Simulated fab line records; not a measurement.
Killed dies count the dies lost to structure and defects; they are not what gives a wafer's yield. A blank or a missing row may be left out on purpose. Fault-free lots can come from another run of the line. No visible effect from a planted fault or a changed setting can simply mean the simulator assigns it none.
fab line records -- flow n5-finfet
record: lots: 24, wafers: 72, last-day: 19
route steps=1938 shown BEOL_M5@1137 BEOL_M6@1195
lots untouched by any fault: they come from a run of this same line in which no faults occurred
start-h: the number of hours between the record's first day and the start of the first shown wafer of the lot -- wait-h: time in hours since the lot's previous step -- " identical to the entry in the row above -- L1.1+2: one row covering several wafers at once -- - no value, or no start was given -- * or withheld: withheld -- < > ~ a bound
route shown NAME@n: names a module that has steps shown in the file, with the first one's number in the route -- usual: mean and standard deviation over wafers with no fault -- same: alike in all rows -- chamber/n: place in a boat -- sites: the reading at each site -- _std_site: the standard deviation of these -- _edge_site: mean of outer sites minus mean of inner sites -- radius-mm: how far each site lies from the wafer's centre -- mask NAME#n: copy n -- behind: the most recent tool/chamber to have shaped the wafer -- hold: reason for holding the lot/hours on hold/outcome of the hold -- device: the transistor (n, p or np) that didn't switch -- end of line: the tests these same wafers got at the end of their route -- a step with no rows: only its recipe -- killed: at the first sort, the dies lost to defects and structure; wafer yield is something else -- map: shows each die of a wafer: x if killed, . if not, _ if none is there
set.NAME: the run value of the setting; set.NAME@STEP: its run value at that earlier step -- model.NAME: the simulator's own value behind a step, which no gauge read
route steps across a sampled set of lots; one table per step, one row per wafer
services: when a tool's chamber went out of use (start-h, in hours from the record's first day, below 0 if earlier), for how many hours, and the reason
== steps ==
step: N5_BEOL_M5_STRIP_19
recipe: chemistry: O2, power-w: 400, temp-c: 40, pressure-mtorr: 30, rf-frequency-hz: 6e+07, bias-power-w: 0, overash-fraction: 0.2, o2-flow-sccm: 225
usual: drypump-motor-current-A: 5.5/0.31, oes-product-au: 0.77/0.074, rf-vpp-V: 3.7/0.5, showerhead-plenum-p-Torr: 2.07/0.078, throttle-valve-pct: 16.62/0.26
same: overash-fraction: 0.2
lot.wafer,tool,chamber,start-h,wait-h,drypump-motor-current-A,oes-product-au,rf-hours-counter-h,rf-vpp-V,showerhead-plenum-p-Torr,throttle-valve-pct
L074.1,rie-diel-03,3,184.73,0.1,5.7,0.70,225,3.9,2.08,16.99
L074.2,rie-diel-03,2,184.73,0.1,5.3,0.74,168,3.7,2.09,17.13
L074.3,rie-diel-03,0,184.73,0.1,5.5,0.72,200,3.9,2.08,16.57
L075.1,rie-diel-06,3,189.51,0.1,5.1,0.72,215,3.9,1.99,16.73
L075.4,rie-diel-06,1,189.51,0.1,5.9,0.90,30,4.0,2.14,16.34
L075.5,rie-diel-06,0,189.51,0.1,5.4,0.88,-,3.3,2.14,16.36
L076.1,rie-diel-03,0,190.90,0.1,5.6,0.71,202,4.3,2.08,16.59
L076.5,rie-diel-03,2,190.90,0.1,5.3,0.73,-,4.1,2.09,17.15
L076.6,rie-diel-03,1,190.90,0.1,5.2,0.77,-,3.8,1.93,16.39
L079.3,rie-diel-01,2,211.39,0.1,5.7,0.71,220,3.7,2.07,16.87
L079.4,rie-diel-01,3,211.39,0.1,5.7,0.75,-,3.1,2.01,16.35
L079.6,rie-diel-01,1,211.39,0.1,5.6,0.71,-,3.8,2.16,16.78
L077.2,rie-diel-03,2,214.68,0.1,5.3,0.73,176,5.3,2.09,17.16
L077.3,rie-diel-03,0,214.68,0.1,5.5,0.72,209,4.2,2.08,16.59
L077.6,rie-diel-03,3,214.68,0.1,5.7,0.69,-,3.9,2.07,17.00
L078.2,rie-diel-06,0,216.41,0.1,5.4,0.86,63,3.9,2.13,16.39
L078.5,rie-diel-06,3,216.41,0.1,5.1,0.72,-,4.7,1.99,16.73
L078.6,rie-diel-06,0,216.41,0.1,5.5,0.87,-,4.6,2.13,16.39
L080.1,rie-diel-06,2,235.22,0.2,5.9,0.78,118,3.4,2.20,16.42
L080.2,rie-diel-06,3,235.22,0.2,5.1,0.71,229,3.5,1.98,16.73
L080.6,rie-diel-06,1,235.22,0.2,6.0,0.87,-,3.4,2.13,16.37
L082.1,rie-diel-06,3,243.11,0.2,5.1,0.71,232,3.8,1.98,16.75
L082.2,rie-diel-06,2,243.11,0.2,6.0,0.77,122,3.3,2.20,16.41
L082.6,rie-diel-06,3,243.11,0.2,5.1,0.71,-,3.7,1.98,16.75
L081.1,rie-diel-06,1,243.79,0.1,6.0,0.87,49,4.1,2.13,16.39
L081.3,rie-diel-06,0,243.79,0.1,5.5,0.85,73,3.8,2.13,16.40
L081.6,rie-diel-06,3,243.79,0.1,5.1,0.71,-,4.5,1.98,16.77
L084.1,rie-diel-01,3,251.71,0.2,5.7,0.74,150,2.7,2.01,16.37
L084.2,rie-diel-01,0,251.71,0.2,5.1,0.79,91,4.0,2.12,16.84
L084.5,rie-diel-01,1,251.71,0.2,5.6,0.69,-,4.0,2.16,16.82
L086.1,rie-diel-06,3,252.42,0.1,5.1,0.70,234,3.9,1.98,16.75
L086.4,rie-diel-06,2,252.42,0.1,5.9,0.77,124,4.2,2.19,16.43
L086.5,rie-diel-06,2,252.42,0.1,6.0,0.78,-,3.4,2.19,16.43
L085.1,rie-diel-06,0,271.05,0.1,5.5,0.85,80,3.7,2.13,16.41
L085.2,rie-diel-06,1,271.05,0.1,5.9,0.85,57,2.9,2.13,16.37
L085.6,rie-diel-06,3,271.05,0.1,5.1,0.70,-,3.4,1.98,16.77
L083.1,rie-diel-06,3,271.35,0.1,5.1,0.70,239,4.9,1.98,16.77
L083.3,rie-diel-06,0,271.35,0.1,5.5,0.84,80,4.0,2.13,16.42
L083.5,rie-diel-06,1,271.35,0.1,6.0,0.87,-,3.1,2.13,16.39
L088.1,rie-diel-03,1,275.35,0.1,5.2,0.75,165,3.3,1.92,16.47
L088.2,rie-diel-03,2,275.35,0.1,5.3,0.71,195,4.0,2.08,17.21
L088.5,rie-diel-03,2,275.35,0.1,5.3,0.71,-,3.4,2.08,17.19
L087.1,rie-diel-03,2,278.57,0.1,5.3,0.72,196,3.0,2.08,17.19
L087.5,rie-diel-03,0,278.57,0.1,5.6,0.70,-,3.6,2.07,16.62
L087.6,rie-diel-03,1,278.57,0.1,5.2,0.75,-,3.5,1.92,16.48
L090.1,rie-diel-06,3,281.77,0.1,5.1,0.70,242,3.5,1.98,16.76
L090.4,rie-diel-06,2,281.77,0.1,5.9,0.76,130,4.4,2.19,16.46
L090.5,rie-diel-06,3,281.77,0.1,5.1,0.70,-,3.9,1.98,16.75
L089.1,rie-diel-03,0,282.27,0.1,5.6,0.70,233,3.1,2.07,16.62
L089.2,rie-diel-03,1,282.27,0.1,5.2,0.75,168,3.1,1.92,16.47
L089.5,rie-diel-03,2,282.27,0.1,5.4,0.71,-,3.5,2.08,17.20
L092.1,rie-diel-03,3,305.56,0.1,5.7,0.95,5,3.9,2.07,16.57
L092.3,rie-diel-03,2,305.56,0.1,5.2,0.70,205,2.9,2.08,17.20
L092.5,rie-diel-03,2,305.56,0.1,5.3,0.71,-,4.6,2.08,17.22
L091.3,rie-diel-06,1,306.34,0.2,6.0,0.85,65,3.6,2.12,16.40
L091.4,rie-diel-06,0,306.34,0.2,5.5,0.84,89,4.0,2.13,16.45
L091.5,rie-diel-06,0,306.34,0.2,5.5,0.84,-,3.8,2.12,16.45
L093.3,rie-diel-06,1,308.84,0.1,6.0,0.85,66,3.3,2.12,16.41
L093.5,rie-diel-06,1,308.84,0.1,6.0,0.85,-,3.3,2.12,16.40
L093.6,rie-diel-06,0,308.84,0.1,5.5,0.84,-,3.6,2.12,16.43
L094.1,rie-diel-06,3,309.14,0.2,5.1,0.69,249,4.4,1.98,16.78
L094.2,rie-diel-06,0,309.14,0.2,5.5,0.84,89,3.9,2.13,16.44
L094.4,rie-diel-06,1,309.14,0.2,6.0,0.85,66,4.0,2.12,16.42
L095.2,rie-diel-01,3,318.59,0.1,5.6,0.73,172,4.2,2.00,16.41
L095.5,rie-diel-01,3,318.59,0.1,5.7,0.73,-,3.7,2.00,16.41
L095.6,rie-diel-01,1,318.59,0.1,5.6,0.68,-,3.3,2.15,16.85
L096.1,rie-diel-01,2,336.32,0.2,5.7,0.97,3,3.6,2.06,16.45
L096.2,rie-diel-01,0,336.32,0.2,5.1,0.78,114,3.5,2.11,16.90
L096.3,rie-diel-01,3,336.32,0.2,5.7,0.72,179,4.3,2.00,16.41
L097.2,rie-diel-03,3,339.78,0.4,5.7,0.92,16,3.6,2.06,16.62
L097.4,rie-diel-03,1,339.78,0.4,5.2,0.73,-,4.1,1.91,16.49
L097.6,rie-diel-03,2,339.78,0.4,5.3,0.70,-,4.2,2.08,17.24
step: N5_BEOL_M5_OVL_MEAS_29
recipe: points-per-wafer: 522
usual: V4_OVL: -0.1/0.78
lot.wafer,tool,chamber,start-h,wait-h,V4_OVL[nm]
L074.1,overlay-02,0,185.42,0.0,-0.3
L074.2,overlay-02,0,185.42,0.0,-0.7
L074.3,overlay-02,0,185.42,0.0,-0.8
L075.1,overlay-01,0,195.48,0.0,-0.1
L075.4,overlay-01,0,195.48,0.0,0.8
L075.5,overlay-01,0,195.48,0.0,2.0
L076.1,overlay-01,0,195.68,0.0,0.5
L076.5,overlay-01,0,195.68,0.0,-0.1
L076.6,overlay-01,0,195.68,0.0,0.5
L079.3,overlay-02,0,214.07,0.0,-0.7
L079.4,overlay-02,0,214.07,0.0,-1.5
L079.6,overlay-02,0,214.07,0.0,-0.4
L077.2,overlay-01,0,215.16,0.0,-0.3
L077.3,overlay-01,0,215.16,0.0,-0.3
L077.6,overlay-01,0,215.16,0.0,-1.2
L078.2,overlay-01,0,218.14,0.0,0.1
L078.5,overlay-01,0,218.14,0.0,0.5
L078.6,overlay-01,0,218.14,0.0,0.3
L080.1,overlay-01,0,238.40,0.0,-1.3
L080.2,overlay-01,0,238.40,0.0,-0.6
L080.6,overlay-01,0,238.40,0.0,-1.5
L081.1,overlay-01,0,244.56,0.0,-0.2
L081.3,overlay-01,0,244.56,0.0,0.5
L081.6,overlay-01,0,244.56,0.0,0.2
L082.1,overlay-01,0,244.74,0.0,-0.5
L082.2,overlay-01,0,244.74,0.0,0.2
L082.6,overlay-01,0,244.74,0.0,0.2
L084.1,overlay-01,0,252.35,0.0,0.2
L084.2,overlay-01,0,252.35,0.0,-0.5
L084.5,overlay-01,0,252.35,0.0,0.2
L086.1,overlay-02,0,255.72,0.0,-0.2
L086.4,overlay-02,0,255.72,0.0,-1.0
L086.5,overlay-02,0,255.72,0.0,0.4
L085.1,overlay-02,0,273.74,0.0,0.7
L085.2,overlay-02,0,273.74,0.0,0.3
L085.6,overlay-02,0,273.74,0.0,0.4
L083.1,overlay-01,0,273.79,0.0,-0.9
L083.3,overlay-01,0,273.79,0.0,-0.9
L083.5,overlay-01,0,273.79,0.0,-0.4
L088.1,overlay-01,0,276.64,0.0,0.5
L088.2,overlay-01,0,276.64,0.0,0.3
L088.5,overlay-01,0,276.64,0.0,-0.3
L087.1,overlay-01,0,280.15,0.0,0.7
L087.5,overlay-01,0,280.15,0.0,0.3
L087.6,overlay-01,0,280.15,0.0,0.7
L089.1,overlay-01,0,286.52,0.0,0.6
L089.2,overlay-01,0,286.52,0.0,1.3
L089.5,overlay-01,0,286.52,0.0,1.8
L090.1,overlay-01,0,286.70,0.0,0.3
L090.4,overlay-01,0,286.70,0.0,0.4
L090.5,overlay-01,0,286.70,0.0,0.2
L092.1,overlay-02,0,307.00,0.1,0.1
L092.3,overlay-02,0,307.00,0.1,-0.2
L092.5,overlay-02,0,307.00,0.1,-1.0
L091.3,overlay-02,0,307.18,0.1,0.3
L091.4,overlay-02,0,307.18,0.1,-1.8
L091.5,overlay-02,0,307.18,0.1,-0.4
L093.3,overlay-01,0,309.29,0.0,-1.8
L093.5,overlay-01,0,309.29,0.0,-1.6
L093.6,overlay-01,0,309.29,0.0,-1.3
L094.1,overlay-02,0,312.89,0.0,0.0
L094.2,overlay-02,0,312.89,0.0,-0.1
L094.4,overlay-02,0,312.89,0.0,-0.4
L095.2,overlay-01,0,319.14,0.0,-0.9
L095.5,overlay-01,0,319.14,0.0,-0.5
L095.6,overlay-01,0,319.14,0.0,-1.1
L096.1,overlay-02,0,338.81,0.0,1.2
L096.2,overlay-02,0,338.81,0.0,1.4
L096.3,overlay-02,0,338.81,0.0,1.2
L097.2,overlay-01,0,343.03,0.0,-0.7
L097.4,overlay-01,0,343.03,0.0,-1.2
L097.6,overlay-01,0,343.03,0.0,-0.8
step: N5_BEOL_M5_INSPECT_30
recipe: mode: adi, inspect-instrument: brightfield
usual: raw-defect-count: 412/89
lot.wafer,tool,chamber,start-h,wait-h,raw-defect-count
L074.1,defect-inspect-01,-,185.48,0.1,261
L074.2,defect-inspect-01,-,185.48,0.1,410
L074.3,defect-inspect-01,-,185.48,0.1,421
L075.1,defect-inspect-01,-,195.54,0.1,633
L075.4,defect-inspect-01,-,195.54,0.1,673
L075.5,defect-inspect-01,-,195.54,0.1,538
L076.1,defect-inspect-01,-,195.74,0.1,373
L076.5,defect-inspect-01,-,195.74,0.1,365
L076.6,defect-inspect-01,-,195.74,0.1,405
L079.3,defect-inspect-02,-,214.12,0.0,525
L079.4,defect-inspect-02,-,214.12,0.0,467
L079.6,defect-inspect-02,-,214.12,0.0,510
L077.2,defect-inspect-01,-,215.21,0.0,460
L077.3,defect-inspect-01,-,215.21,0.0,372
L077.6,defect-inspect-01,-,215.21,0.0,318
L078.2,defect-inspect-01,-,218.19,0.0,358
L078.5,defect-inspect-01,-,218.19,0.0,421
L078.6,defect-inspect-01,-,218.19,0.0,516
L080.1,defect-inspect-02,-,238.46,0.1,388
L080.2,defect-inspect-02,-,238.46,0.1,363
L080.6,defect-inspect-02,-,238.46,0.1,381
L081.1,defect-inspect-01,-,244.62,0.1,264
L081.3,defect-inspect-01,-,244.62,0.1,381
L081.6,defect-inspect-01,-,244.62,0.1,474
L082.1,defect-inspect-01,-,244.80,0.1,380
L082.2,defect-inspect-01,-,244.80,0.1,503
L082.6,defect-inspect-01,-,244.80,0.1,438
L084.1,defect-inspect-01,-,252.40,0.1,393
L084.2,defect-inspect-01,-,252.40,0.1,385
L084.5,defect-inspect-01,-,252.40,0.1,361
L086.1,defect-inspect-01,-,255.77,0.1,324
L086.4,defect-inspect-01,-,255.77,0.1,299
L086.5,defect-inspect-01,-,255.77,0.1,406
L085.1,defect-inspect-01,-,273.80,0.1,367
L085.2,defect-inspect-01,-,273.80,0.1,520
L085.6,defect-inspect-01,-,273.80,0.1,325
L083.1,defect-inspect-01,-,273.85,0.1,470
L083.3,defect-inspect-01,-,273.85,0.1,628
L083.5,defect-inspect-01,-,273.85,0.1,376
L088.1,defect-inspect-02,-,276.70,0.1,391
L088.2,defect-inspect-02,-,276.70,0.1,367
L088.5,defect-inspect-02,-,276.70,0.1,634
L087.1,defect-inspect-01,-,280.21,0.1,316
L087.5,defect-inspect-01,-,280.21,0.1,255
L087.6,defect-inspect-01,-,280.21,0.1,387
L089.1,defect-inspect-02,-,286.58,0.1,422
L089.2,defect-inspect-02,-,286.58,0.1,345
L089.5,defect-inspect-02,-,286.58,0.1,459
L090.1,defect-inspect-01,-,286.76,0.1,367
L090.4,defect-inspect-01,-,286.76,0.1,295
L090.5,defect-inspect-01,-,286.76,0.1,454
L092.1,defect-inspect-01,-,307.06,0.1,391
L092.3,defect-inspect-01,-,307.06,0.1,250
L092.5,defect-inspect-01,-,307.06,0.1,256
L091.3,defect-inspect-01,-,307.22,0.0,418
L091.4,defect-inspect-01,-,307.22,0.0,288
L091.5,defect-inspect-01,-,307.22,0.0,594
L093.3,defect-inspect-02,-,309.34,0.0,483
L093.5,defect-inspect-02,-,309.34,0.0,462
L093.6,defect-inspect-02,-,309.34,0.0,425
L094.1,defect-inspect-02,-,312.95,0.1,494
L094.2,defect-inspect-02,-,312.95,0.1,448
L094.4,defect-inspect-02,-,312.95,0.1,367
L095.2,defect-inspect-01,-,319.20,0.0,346
L095.5,defect-inspect-01,-,319.20,0.0,239
L095.6,defect-inspect-01,-,319.20,0.0,332
L096.1,defect-inspect-01,-,338.87,0.1,572
L096.2,defect-inspect-01,-,338.87,0.1,424
L096.3,defect-inspect-01,-,338.87,0.1,430
L097.2,defect-inspect-01,-,343.08,0.0,378
L097.4,defect-inspect-01,-,343.08,0.0,475
L097.6,defect-inspect-01,-,343.08,0.0,398
step: N5_BEOL_M5_SURFACE_TREAT_87
recipe: gas: Ar, time-s: *, ion-energy-ev: *, ion-current-ma-cm2: 0.5, pressure-mtorr: *, ar-flow-sccm: 30
usual: throttle-valve-pct: *
lot.wafer,tool,chamber,start-h,wait-h,throttle-valve-pct
L074.1,pvd-sputter-02,-,188.48,0.3,*
L074.2,pvd-sputter-02,-,188.48,0.3,*
L074.3,pvd-sputter-02,-,188.48,0.3,*
L075.1,pvd-sputter-03,-,197.08,0.2,*
L075.4,pvd-sputter-03,-,197.08,0.2,*
L075.5,pvd-sputter-03,-,197.08,0.2,*
L076.1,pvd-sputter-03,-,197.24,0.2,*
L076.5,pvd-sputter-03,-,197.24,0.2,*
L076.6,pvd-sputter-03,-,197.24,0.2,*
L079.3,pvd-sputter-02,-,215.71,0.1,*
L079.4,pvd-sputter-02,-,215.71,0.1,*
L079.6,pvd-sputter-02,-,215.71,0.1,*
L077.2,pvd-sputter-03,-,217.17,0.4,*
L077.3,pvd-sputter-03,-,217.17,0.4,*
L077.6,pvd-sputter-03,-,217.17,0.4,*
L078.2,pvd-sputter-01,-,220.39,0.5,*
L078.5,pvd-sputter-01,-,220.39,0.5,*
L078.6,pvd-sputter-01,-,220.39,0.5,*
L080.1,pvd-sputter-01,-,240.28,0.2,*
L080.2,pvd-sputter-01,-,240.28,0.2,*
L080.6,pvd-sputter-01,-,240.28,0.2,*
L082.1,pvd-sputter-02,-,246.75,0.1,*
L082.2,pvd-sputter-02,-,246.75,0.1,*
L082.6,pvd-sputter-02,-,246.75,0.1,*
L081.1,pvd-sputter-03,-,247.88,0.5,*
L081.3,pvd-sputter-03,-,247.88,0.5,*
L081.6,pvd-sputter-03,-,247.88,0.5,*
L084.1,pvd-sputter-02,-,253.89,0.1,*
L084.2,pvd-sputter-02,-,253.89,0.1,*
L084.5,pvd-sputter-02,-,253.89,0.1,*
L086.1,pvd-sputter-03,-,258.59,0.3,*
L086.4,pvd-sputter-03,-,258.59,0.3,*
L086.5,pvd-sputter-03,-,258.59,0.3,*
L085.1,pvd-sputter-01,-,276.52,0.4,*
L085.2,pvd-sputter-01,-,276.52,0.4,*
L085.6,pvd-sputter-01,-,276.52,0.4,*
L083.1,pvd-sputter-03,-,277.16,0.2,*
L083.3,pvd-sputter-03,-,277.16,0.2,*
L083.5,pvd-sputter-03,-,277.16,0.2,*
L088.1,pvd-sputter-02,-,280.91,0.2,*
L088.2,pvd-sputter-02,-,280.91,0.2,*
L088.5,pvd-sputter-02,-,280.91,0.2,*
L087.1,pvd-sputter-03,-,281.82,0.2,*
L087.5,pvd-sputter-03,-,281.82,0.2,*
L087.6,pvd-sputter-03,-,281.82,0.2,*
L089.1,pvd-sputter-02,-,288.15,0.1,*
L089.2,pvd-sputter-02,-,288.15,0.1,*
L089.5,pvd-sputter-02,-,288.15,0.1,*
L090.1,pvd-sputter-03,-,288.29,0.1,*
L090.4,pvd-sputter-03,-,288.29,0.1,*
L090.5,pvd-sputter-03,-,288.29,0.1,*
L092.1,pvd-sputter-03,-,308.65,0.3,*
L092.3,pvd-sputter-03,-,308.65,0.3,*
L092.5,pvd-sputter-03,-,308.65,0.3,*
L091.3,pvd-sputter-02,-,309.26,0.2,*
L091.4,pvd-sputter-02,-,309.26,0.2,*
L091.5,pvd-sputter-02,-,309.26,0.2,*
L093.3,pvd-sputter-02,-,312.46,1.8,*
L093.5,pvd-sputter-02,-,312.46,1.8,*
L093.6,pvd-sputter-02,-,312.46,1.8,*
L094.1,pvd-sputter-03,-,314.86,0.2,*
L094.2,pvd-sputter-03,-,314.86,0.2,*
L094.4,pvd-sputter-03,-,314.86,0.2,*
L095.2,pvd-sputter-01,-,320.68,0.2,*
L095.5,pvd-sputter-01,-,320.68,0.2,*
L095.6,pvd-sputter-01,-,320.68,0.2,*
L096.1,pvd-sputter-01,-,340.37,0.1,*
L096.2,pvd-sputter-01,-,340.37,0.1,*
L096.3,pvd-sputter-01,-,340.37,0.1,*
L097.2,pvd-sputter-01,-,345.20,0.1,*
L097.4,pvd-sputter-01,-,345.20,0.1,*
L097.6,pvd-sputter-01,-,345.20,0.1,*
step: N5_BEOL_M6_CURE_74
recipe: temp-c: 385, time-s: 240, ambient: He/Ar, material: SiCOH_lowk
usual: lamp-power-pct: 52.31/0.056, wafer_temp_C_max: 386.7/0.63
lot.wafer,tool,chamber,start-h,wait-h,lamp-power-pct,wafer_temp_C_max
L074.1,uv-cure-03,0,194.28,0.0,52.25,386.3
L074.2,uv-cure-03,0,194.28,0.0,52.33,386.4
L074.3,uv-cure-03,0,194.28,0.0,52.38,386.6
L075.1,uv-cure-03,0,202.98,0.0,52.28,386.2
L075.4,uv-cure-03,0,202.98,0.0,52.32,386.6
L075.5,uv-cure-03,0,202.98,0.0,52.37,386.9
L076.1,uv-cure-03,2,204.32,0.1,52.44,387.8
L076.5,uv-cure-03,2,204.32,0.1,52.38,387.2
L076.6,uv-cure-03,2,204.32,0.1,52.36,387.7
L079.3,uv-cure-02,1,221.65,0.2,52.39,386.4
L079.4,uv-cure-02,1,221.65,0.2,52.32,386.5
L079.6,uv-cure-02,1,221.65,0.2,52.28,386.5
L077.2,uv-cure-03,0,223.66,0.4,52.28,386.5
L077.3,uv-cure-03,0,223.66,0.4,52.36,386.3
L077.6,uv-cure-03,0,223.66,0.4,52.20,386.5
L078.2,uv-cure-02,0,229.85,0.1,52.31,386.4
L078.5,uv-cure-02,0,229.85,0.1,52.31,385.3
L078.6,uv-cure-02,0,229.85,0.1,52.24,386.1
L080.1,uv-cure-02,0,246.15,0.1,52.30,385.8
L080.2,uv-cure-02,0,246.15,0.1,52.25,385.9
L080.6,uv-cure-02,0,246.15,0.1,52.31,385.9
L082.1,uv-cure-01,1,253.04,0.0,52.32,388.1
L082.2,uv-cure-01,1,253.04,0.0,52.31,387.3
L082.6,uv-cure-01,1,253.04,0.0,52.31,387.9
L081.1,uv-cure-02,0,258.30,0.0,52.37,386.8
L081.3,uv-cure-02,0,258.30,0.0,52.35,386.0
L081.6,uv-cure-02,0,258.30,0.0,52.36,386.3
L084.1,uv-cure-02,1,259.68,0.1,52.29,386.5
L084.2,uv-cure-02,1,259.68,0.1,52.26,386.6
L084.5,uv-cure-02,1,259.68,0.1,52.26,386.8
L086.1,uv-cure-02,0,264.37,0.1,52.23,386.4
L086.4,uv-cure-02,0,264.37,0.1,52.34,386.3
L086.5,uv-cure-02,0,264.37,0.1,52.29,386.2
L085.1,uv-cure-01,1,282.32,0.1,52.31,387.6
L085.2,uv-cure-01,1,282.32,0.1,52.27,387.5
L085.6,uv-cure-01,1,282.32,0.1,52.35,387.3
L083.1,uv-cure-03,0,282.98,0.1,52.23,387.3
L083.3,uv-cure-03,0,282.98,0.1,52.31,386.7
L083.5,uv-cure-03,0,282.98,0.1,52.36,386.7
L088.1,uv-cure-02,1,286.76,0.0,52.27,385.9
L088.2,uv-cure-02,1,286.76,0.0,52.35,386.0
L088.5,uv-cure-02,1,286.76,0.0,52.34,385.8
L087.1,uv-cure-01,1,288.10,0.0,52.33,387.6
L087.5,uv-cure-01,1,288.10,0.0,52.27,387.8
L087.6,uv-cure-01,1,288.10,0.0,52.41,387.8
L089.1,uv-cure-02,2,293.92,0.0,52.32,387.6
L089.2,uv-cure-02,2,293.92,0.0,52.29,386.9
L089.5,uv-cure-02,2,293.92,0.0,52.27,388.0
L090.1,uv-cure-01,1,294.18,0.0,52.32,387.7
L090.4,uv-cure-01,1,294.18,0.0,52.24,387.5
L090.5,uv-cure-01,1,294.18,0.0,52.33,386.8
L092.1,uv-cure-01,2,314.44,0.0,52.29,386.1
L092.3,uv-cure-01,2,314.44,0.0,52.28,385.9
L092.5,uv-cure-01,2,314.44,0.0,52.31,386.2
L091.3,uv-cure-01,0,315.35,0.2,52.40,386.9
L091.4,uv-cure-01,0,315.35,0.2,52.30,386.4
L091.5,uv-cure-01,0,315.35,0.2,52.27,386.4
L093.3,uv-cure-01,0,318.45,0.2,52.27,386.5
L093.5,uv-cure-01,0,318.45,0.2,52.26,386.7
L093.6,uv-cure-01,0,318.45,0.2,52.31,386.9
L094.1,uv-cure-02,0,321.29,0.1,52.33,386.5
L094.2,uv-cure-02,0,321.29,0.1,52.29,386.3
L094.4,uv-cure-02,0,321.29,0.1,52.31,386.4
L095.2,uv-cure-01,0,327.15,0.1,52.27,386.4
L095.5,uv-cure-01,0,327.15,0.1,52.35,386.9
L095.6,uv-cure-01,0,327.15,0.1,52.42,386.8
L096.1,uv-cure-02,2,346.56,0.1,52.23,387.6
L096.2,uv-cure-02,2,346.56,0.1,52.25,386.9
L096.3,uv-cure-02,2,346.56,0.1,52.35,388.1
L097.2,uv-cure-01,2,351.56,0.2,52.41,386.5
L097.4,uv-cure-01,2,351.56,0.2,52.33,386.1
L097.6,uv-cure-01,2,351.56,0.2,52.27,386.3
step: N5_BEOL_M6_CD_MEAS_11
recipe: target-cd-nm: 38.5, landing-energy-ev: 500, detector: se-inlens, polarity: opening
usual: cd-nm: 38.6/0.46
lot.wafer,tool,chamber,start-h,wait-h,cd-nm
L074.1,cd-sem-03,0,195.68,-,39.2
L074.2,cd-sem-03,0,195.68,-,39.8
L074.3,cd-sem-03,0,195.68,-,39.4
L075.1,cd-sem-02,0,204.62,-,38.9
L075.4,cd-sem-02,0,204.62,-,38.8
L075.5,cd-sem-02,0,204.62,-,39.2
L076.1,cd-sem-03,0,205.93,-,38.5
L076.5,cd-sem-03,0,205.93,-,38.3
L076.6,cd-sem-03,0,205.93,-,38.5
L079.3,cd-sem-03,0,222.87,-,38.9
L079.4,cd-sem-03,0,222.87,-,38.6
L079.6,cd-sem-03,0,222.87,-,38.6
L077.2,cd-sem-03,0,226.10,-,38.3
L077.3,cd-sem-03,0,226.10,-,37.9
L077.6,cd-sem-03,0,226.10,-,38.4
L078.2,cd-sem-02,0,234.01,-,38.4
L078.5,cd-sem-02,0,234.01,-,38.6
L078.6,cd-sem-02,0,234.01,-,38.2
L080.1,cd-sem-02,0,249.25,-,38.2
L080.2,cd-sem-02,0,249.25,-,38.4
L080.6,cd-sem-02,0,249.25,-,39.0
L082.1,cd-sem-01,0,254.31,-,38.3
L082.2,cd-sem-01,0,254.31,-,38.5
L082.6,cd-sem-01,0,254.31,-,38.0
L081.1,cd-sem-01,0,259.48,-,38.6
L081.3,cd-sem-01,0,259.48,-,38.4
L081.6,cd-sem-01,0,259.48,-,38.8
L084.1,cd-sem-02,0,262.29,-,37.7
L084.2,cd-sem-02,0,262.29,-,38.7
L084.5,cd-sem-02,0,262.29,-,38.3
L086.1,cd-sem-03,0,266.79,-,39.4
L086.4,cd-sem-03,0,266.79,-,39.0
L086.5,cd-sem-03,0,266.79,-,38.7
L085.1,cd-sem-02,0,287.35,-,38.6
L085.2,cd-sem-02,0,287.35,-,38.3
L085.6,cd-sem-02,0,287.35,-,38.1
L083.1,cd-sem-01,0,287.52,-,38.3
L083.3,cd-sem-01,0,287.52,-,38.6
L083.5,cd-sem-01,0,287.52,-,38.7
L088.1,cd-sem-02,0,287.87,-,38.8
L088.2,cd-sem-02,0,287.87,-,38.4
L088.5,cd-sem-02,0,287.87,-,38.3
L087.1,cd-sem-03,0,293.41,-,38.8
L087.5,cd-sem-03,0,293.41,-,39.1
L087.6,cd-sem-03,0,293.41,-,38.5
L089.1,cd-sem-02,0,296.58,-,38.8
L089.2,cd-sem-02,0,296.58,-,38.4
L089.5,cd-sem-02,0,296.58,-,39.1
L090.1,cd-sem-03,0,296.84,-,39.2
L090.4,cd-sem-03,0,296.84,-,38.6
L090.5,cd-sem-03,0,296.84,-,39.0
L092.1,cd-sem-02,0,317.89,-,38.7
L092.3,cd-sem-02,0,317.89,-,38.3
L092.5,cd-sem-02,0,317.89,-,38.8
L091.3,cd-sem-01,0,318.20,-,37.7
L091.4,cd-sem-01,0,318.20,-,38.5
L091.5,cd-sem-01,0,318.20,-,38.7
L093.3,cd-sem-01,0,319.76,-,37.8
L093.5,cd-sem-01,0,319.76,-,37.9
L093.6,cd-sem-01,0,319.76,-,38.0
L094.1,cd-sem-01,0,323.12,-,39.4
L094.2,cd-sem-01,0,323.12,-,39.9
L094.4,cd-sem-01,0,323.12,-,39.3
L095.2,cd-sem-01,0,329.43,-,38.2
L095.5,cd-sem-01,0,329.43,-,38.4
L095.6,cd-sem-01,0,329.43,-,38.4
L096.1,cd-sem-01,0,351.27,-,38.6
L096.2,cd-sem-01,0,351.27,-,38.1
L096.3,cd-sem-01,0,351.27,-,37.8
L097.2,cd-sem-01,0,354.96,-,38.1
L097.4,cd-sem-01,0,354.96,-,38.6
L097.6,cd-sem-01,0,354.96,-,37.8
== services ==
tool,chamber,start-h,hours,kind
uv-cure-02,-,161.27,0.5,repair
uv-cure-02,-,174.11,2.8,pm
rie-diel-03,1,174.66,6.3,repair
uv-cure-02,-,176.99,5.3,repair
pvd-sputter-03,-,186.76,4.3,repair
rie-diel-01,0,210.39,10.2,repair
uv-cure-03,-,228.57,2.1,pm
rie-diel-03,2,241.27,5.7,repair
rie-diel-03,3,244.60,9.1,repair
uv-cure-01,-,256.47,24.0,repair
rie-diel-06,2,269.26,3.9,repair
uv-cure-03,-,273.72,7.6,repair
rie-diel-03,3,274.20,-,clean
rie-diel-01,0,275.92,17.7,repair
uv-cure-03,-,294.73,0.2,repair
uv-cure-03,-,294.93,0.3,repair
uv-cure-03,-,304.41,0.4,repair
rie-diel-06,3,313.37,-,clean
rie-diel-06,3,313.37,-,consumable-replace:esc
rie-diel-06,3,313.37,-,consumable-replace:focus-ring
rie-diel-06,3,313.37,-,consumable-replace:showerhead
rie-diel-06,3,313.37,27.8,scheduled-down
rie-diel-06,3,313.37,27.8,vent-cycle
rie-diel-03,-,339.99,0.7,repair
== key ==
fault none
